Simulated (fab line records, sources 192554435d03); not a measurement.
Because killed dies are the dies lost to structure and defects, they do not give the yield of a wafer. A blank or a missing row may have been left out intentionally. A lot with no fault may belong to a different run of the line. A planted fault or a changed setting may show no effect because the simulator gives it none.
Which tool did it? / flow n5Finfet / route of 1938 steps, sampled at 1 step: 7 lots, 21 wafers

== WHAT EACH GAUGE READ, for each wafer ==
N5_BEOL_M0_SAQP_OVL_MEAS_41.
lot=L561; measured=day 6 04:10; on=overlay-01; M0_CUT1_OVL (nm)=0.3 -0.3 0.3
lot=L563; measured=day 6 11:17; on=overlay-01; M0_CUT1_OVL (nm)=0.0 0.7 0.5
lot=L565; measured=day 7 01:42; on=overlay-01; M0_CUT1_OVL (nm)=-0.9 -0.2 0.7
lot=L568; measured=day 7 23:49; on=overlay-01; M0_CUT1_OVL (nm)=-0.9 -0.4 0.0
lot=L572; measured=day 8 21:52; on=overlay-01; M0_CUT1_OVL (nm)=0.1 -0.3 -0.7
lot=L580; measured=day 10 15:04; on=overlay-02; M0_CUT1_OVL (nm)=0.2 -0.2 0.8
lot=L582; measured=day 11 03:23; on=overlay-02; M0_CUT1_OVL (nm)=-0.6 0.5 0.1

== WHICH TOOL RAN EACH LOT (tool, then ch and the chambers of the sampled wafers, then the start) ==
Record: no process step prior to these readings.

== THE ANSWER, worked out from the rows above alone ==
Rule: the lots themselves supply what counts as usual. The widest of any qualifying gaps counts: lots, ordered by their means at a reading, are off when they make up no more than a third of the lots, leave a main group of 4 or more, and stand apart from it by 3 or more times the standard deviation of that group's means. If all means in a main group match to the digits the tables above print for the reading, that group is not used. Also off: a lot with no number at a reading for which 4 or more lots have one. The other lots that the step has rows for count as sound.
None of the lots is off at any reading shown; this tells nothing.

== WHAT THE SIMULATOR HAD INSERTED ==
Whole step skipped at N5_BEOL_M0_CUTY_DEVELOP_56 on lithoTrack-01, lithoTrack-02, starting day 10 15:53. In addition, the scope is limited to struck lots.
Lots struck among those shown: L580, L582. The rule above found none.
